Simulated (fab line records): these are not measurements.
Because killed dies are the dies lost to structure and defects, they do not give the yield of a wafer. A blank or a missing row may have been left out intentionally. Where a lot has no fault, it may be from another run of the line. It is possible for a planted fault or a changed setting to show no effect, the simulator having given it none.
Split-lot experiment | flow n5_finfet | route with 1938 steps; 7 lots, 21 wafers read

## THE SPLIT
At N5_BEOL_M3_EXPOSE_08 (exposes mask M3), the setting dose_mj was moved away from the recipe's 33 on 8 of the 21 wafers read, by -7.2% to +5.8%. All remaining wafers had this setting at the recipe value.

## FROM THE SPLIT TO THE READING: what the file shows between them, 2 steps
- N5_BEOL_M3_PEB_09: peb time 60 s
- N5_BEOL_M3_DEVELOP_10: develop time 30 s

## THE READING
At N5_BEOL_M3_CD_MEAS_11: cd_nm in nanometres, against a target cd of 17.05 nm. A value of 17.11 nm with a standard deviation of 0.25 nm is what fault-free wafers of this fab line usually give.

wafer  | tool, chamber at the split | dose_mj as run | against the recipe | cd_nm, nm | against lot-mates on the recipe
L074.3 | euv_scanner-02, 0          | 33             | recipe             | 17.35     | -
L074.4 | euv_scanner-02, 0          | 30.83          | -6.6%              | 15.78     | -1.57
L074.6 | euv_scanner-02, 0          | 30.83          | -6.6%              | 15.87     | -1.48
L075.1 | euv_scanner-02, 0          | 33             | recipe             | 16.37     | -
L075.3 | euv_scanner-02, 0          | 33             | recipe             | 16.96     | -
L075.4 | euv_scanner-02, 0          | 33             | recipe             | 16.78     | -
L077.1 | euv_scanner-01, 0          | 33             | recipe             | 17.44     | -
L077.3 | euv_scanner-01, 0          | 33             | recipe             | 17.00     | -
L077.6 | euv_scanner-01, 0          | 30.62          | -7.2%              | 15.46     | -1.76
L085.2 | euv_scanner-01, 0          | 33             | recipe             | 16.50     | -
L085.3 | euv_scanner-01, 0          | 33             | recipe             | 17.17     | -
L085.4 | euv_scanner-01, 0          | 33             | recipe             | 16.96     | -
L086.2 | euv_scanner-02, 0          | 33             | recipe             | 17.10     | -
L086.3 | euv_scanner-02, 0          | 33             | recipe             | 16.85     | -
L086.5 | euv_scanner-02, 0          | 33             | recipe             | 17.21     | -
L089.1 | euv_scanner-01, 0          | 34.04          | +3.2%              | 17.63     | no lot-mate on the recipe
L089.4 | euv_scanner-01, 0          | 34.04          | +3.2%              | 17.74     | no lot-mate on the recipe
L089.6 | euv_scanner-01, 0          | 34.04          | +3.2%              | 17.04     | no lot-mate on the recipe
L093.1 | euv_scanner-02, 0          | 34.92          | +5.8%              | 17.97     | +1.25
L093.5 | euv_scanner-02, 0          | 34.92          | +5.8%              | 18.03     | +1.31
L093.6 | euv_scanner-02, 0          | 33             | recipe             | 16.72     | -

THE FIT
A straight line over all 21 wafers: cd_nm changes by +0.181 nm for each +1% of dose_mj; r = +0.91; the points scatter about the line by 0.28 nm.
The same after taking each lot's own level away (the mean of its wafers on the recipe; 18 wafers): +0.23 nm for each +1%; r = +0.97; scatter 0.19 nm.
On that fit, the largest move of dose_mj shifts the reading by 1.7 nm.
The span of the lots' own levels, 16.703 to 17.350 nm, comes to 2.6 times the standard deviation stated above.
Hence the slope depends on the lot-to-lot level, as the two fits are not the same.
Check: with one of the wafers moved furthest among these (-7.2%) left out of the fit, the line predicts -1.64 nm for it against its lot-mates. Against them it came out at -1.76 nm.

## ADDITIONAL SPLITS CARRIED BY THESE WAFERS
Other splits were also applied to these wafers ahead of the reading. Each is held against what the fit with the lots' levels taken away leaves over:
other split on the same wafers | wafers away from the commonest value | r with cd_nm (lot level and that fit taken away)
N5_BEOL_M1_COAT_76 spin_rpm    | 6                                    | -0.18
N5_BEOL_M2_DESCUM_16 time_s    | 7                                    | -0.16
N5_BEOL_M2_COAT_67 spin_rpm    | 8                                    | +0.06
N5_BEOL_M3_ILD_DEP_00 time_s   | 9                                    | +0.21

## THE WHOLE CHAIN: every reading that the file lists as answering this split, in the file's order
step                  | what it does                                                          | reading                                                               | change (the file's fit)               | r (the file's)
N5_BEOL_M3_CD_MEAS_11 | target cd 17.05 nm                                                    | cd_nm                                                                 | +0.234 nm for each +1% of the setting | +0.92
N5_BEOL_M3_ETCH_74    | etches underlayer in N2/H2, target depth 6.5 nm, time 5.2 s           | BEOL_M3.cd_offset_nm (the simulator's own value, which no gauge read) | +0.204 nm for each +1% of the setting | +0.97
N5_BEOL_M3_ETCH_63    | etches SiARC in CF4, target depth 15.6 nm, time 26 s                  | BEOL_M3.cd_offset_nm (the simulator's own value, which no gauge read) | +0.19 nm for each +1% of the setting  | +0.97
N5_BEOL_M3_ETCH_64    | etches SOC in N2/H2, target depth 75 nm, overetch 15 nm, time 112.5 s | BEOL_M3.cd_offset_nm (the simulator's own value, which no gauge read) | +0.184 nm for each +1% of the setting | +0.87

## FILE'S OWN FIT
cd_nm changes by +0.234 nm for each +1% of dose_mj, r = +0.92.
